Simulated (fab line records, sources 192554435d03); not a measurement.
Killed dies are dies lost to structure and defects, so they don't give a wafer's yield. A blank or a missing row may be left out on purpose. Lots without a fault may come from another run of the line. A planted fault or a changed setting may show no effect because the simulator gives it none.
Tool commonality check | flow n5_finfet | 8 lots, 24 wafers sampled

WHY IT WAS OPENED
At N5_BEOL_M4_RC_MEAS_101 the reading IOFF_N is flagged on 2 of 8 lots. Wafers without a fault read 0.16 nA/um, standard deviation 0.036.
Rule: a lot is flagged when every wafer of it that has a number lies more than 4 standard deviations from that mean, or none has a number. The other lots count as sound.

lot  | measured     | on        | IOFF_N (nA/um), wafer by wafer | flag
L837 | day 9 03:11  | prober-02 | 0.15 0.18 0.12                 |
L838 | day 9 06:34  | prober-02 | 0.14 0.16 0.16                 |
L848 | day 11 18:03 | prober-01 | 0.60 0.52 0.60                 | FLAGGED
L847 | day 12 13:55 | prober-02 | 2.10 0.66 0.71                 | FLAGGED
L850 | day 12 23:53 | prober-02 | 0.12 0.13 0.14                 |
L851 | day 13 00:07 | prober-01 | 0.13 0.14 0.16                 |
L853 | day 13 19:37 | prober-02 | 0.16 0.16 0.18                 |
L855 | day 13 21:09 | prober-02 | 0.16 0.18 0.13                 |
The numbers of the flagged lots are 0.86 nA/um on average: +0.70 nA/um against the usual, or +20 standard deviations.

WHICH TOOL RAN EACH LOT
The record holds 4 process steps before the reading, out of a route of 1938 steps. In each cell: the tool, then ch and the chambers that the sampled wafers went through, then the start.
lot  | flag    | N5_SD_EPI_P_DESCUM_14             | N5_SD_EPI_P_ETCH_16               | N5_SD_ACTIVATION_RTA_00         | N5_SD_ACTIVATION_LSA_01
L837 |         | rie_diel-05 ch 1,2,3, day 3 13:18 | rie_diel-05 ch 1,2,3, day 3 13:55 | rtp_anneal-01 ch 0, day 3 17:04 | laser_anneal-01 ch 0, day 3 17:16
L838 |         | rie_diel-01 ch 0,1, day 3 20:59   | rie_diel-01 ch 0,1, day 3 21:36   | rtp_anneal-01 ch 0, day 4 01:35 | laser_anneal-02 ch 0, day 4 01:47
L848 | FLAGGED | rie_diel-05 ch 0,1,3, day 6 06:37 | rie_diel-05 ch 0,1,3, day 6 07:14 | rtp_anneal-01 ch 0, day 6 10:26 | laser_anneal-01 ch 0, day 6 10:38
L847 | FLAGGED | rie_diel-06 ch 0,1,3, day 6 06:17 | rie_diel-06 ch 0,1,3, day 6 06:54 | rtp_anneal-01 ch 0, day 6 10:56 | laser_anneal-02 ch 0, day 6 11:08
L850 |         | rie_diel-06 ch 2,3, day 6 17:46   | rie_diel-06 ch 2,3, day 6 18:23   | rtp_anneal-02 ch 0, day 6 21:38 | laser_anneal-02 ch 0, day 6 21:50
L851 |         | rie_diel-05 ch 0,1,2, day 7 05:17 | rie_diel-05 ch 0,1,2, day 7 05:54 | rtp_anneal-02 ch 0, day 7 09:04 | laser_anneal-01 ch 0, day 7 09:16
L853 |         | rie_diel-05 ch 0,1,2, day 7 13:45 | rie_diel-05 ch 0,1,2, day 7 14:22 | rtp_anneal-02 ch 0, day 7 17:35 | laser_anneal-01 ch 0, day 7 17:47
L855 |         | rie_diel-01 ch 1,2,3, day 8 01:40 | rie_diel-01 ch 1,2,3, day 8 02:16 | rtp_anneal-02 ch 0, day 8 06:16 | laser_anneal-01 ch 0, day 8 06:28
What these steps do:
- N5_SD_EPI_P_DESCUM_14: chemistry O2, time 7.9 s.
- N5_SD_EPI_P_ETCH_16: etches SiO2 in CHF3/O2, target depth 5 nm.
- N5_SD_ACTIVATION_RTA_00: time 0 s.
- N5_SD_ACTIVATION_LSA_01: time 0.0008 s.
- N5_BEOL_M4_RC_MEAS_101

FLAGGED OVER TOTAL, TOOL BY TOOL (the gauges that took the reading come last)
step                    | tool            | lots run | flagged | share of the flagged lots | sound lots run after its first flagged lot
N5_SD_EPI_P_DESCUM_14   | rie_diel-01     | 2        | 0       | none                      | -
N5_SD_EPI_P_DESCUM_14   | rie_diel-05     | 4        | 1       | some                      | 2 (L851,L853)
N5_SD_EPI_P_DESCUM_14   | rie_diel-06     | 2        | 1       | some                      | 1 (L850)
N5_SD_EPI_P_ETCH_16     | rie_diel-01     | 2        | 0       | none                      | -
N5_SD_EPI_P_ETCH_16     | rie_diel-05     | 4        | 1       | some                      | 2 (L851,L853)
N5_SD_EPI_P_ETCH_16     | rie_diel-06     | 2        | 1       | some                      | 1 (L850)
N5_SD_ACTIVATION_RTA_00 | rtp_anneal-01   | 4        | 2       | all                       | 0
N5_SD_ACTIVATION_RTA_00 | rtp_anneal-02   | 4        | 0       | none                      | -
N5_SD_ACTIVATION_LSA_01 | laser_anneal-01 | 5        | 1       | some                      | 3 (L851,L853,L855)
N5_SD_ACTIVATION_LSA_01 | laser_anneal-02 | 3        | 1       | some                      | 1 (L850)
N5_BEOL_M4_RC_MEAS_101  | prober-01       | 2        | 1       | some                      | 1 (L851)
N5_BEOL_M4_RC_MEAS_101  | prober-02       | 6        | 1       | some                      | 3 (L850,L853,L855)

WHAT THE TABLE ALLOWS
1 row of the table ran every flagged lot: rtp_anneal-01 at N5_SD_ACTIVATION_RTA_00.
- rtp_anneal-01 at N5_SD_ACTIVATION_RTA_00: 2 of its 4 lots flagged. Its last sound lot is L838 (day 4 01:35), its first flagged lot L848 (day 6 10:26): a fault that began between those two fits. Its own readings lie more than 4 standard deviations out on every wafer of the flagged lots: lamp_power_pct, lamp_zone_1_pct, lamp_zone_2_pct, lamp_zone_3_pct, lamp_zone_4_pct, lamp_zone_5_pct, lamp_zone_6_pct, lamp_zone_7_pct.
One tool is left: rtp_anneal-01 at N5_SD_ACTIVATION_RTA_00.

WHAT THE SIMULATOR HAD PUT IN
Process parameter drift: rtp_anneal-01, from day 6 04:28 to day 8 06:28, at N5_SD_ACTIVATION_RTA_00. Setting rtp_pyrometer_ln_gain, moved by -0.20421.
Lots struck among those shown: L848, L847. The rule above found the same.
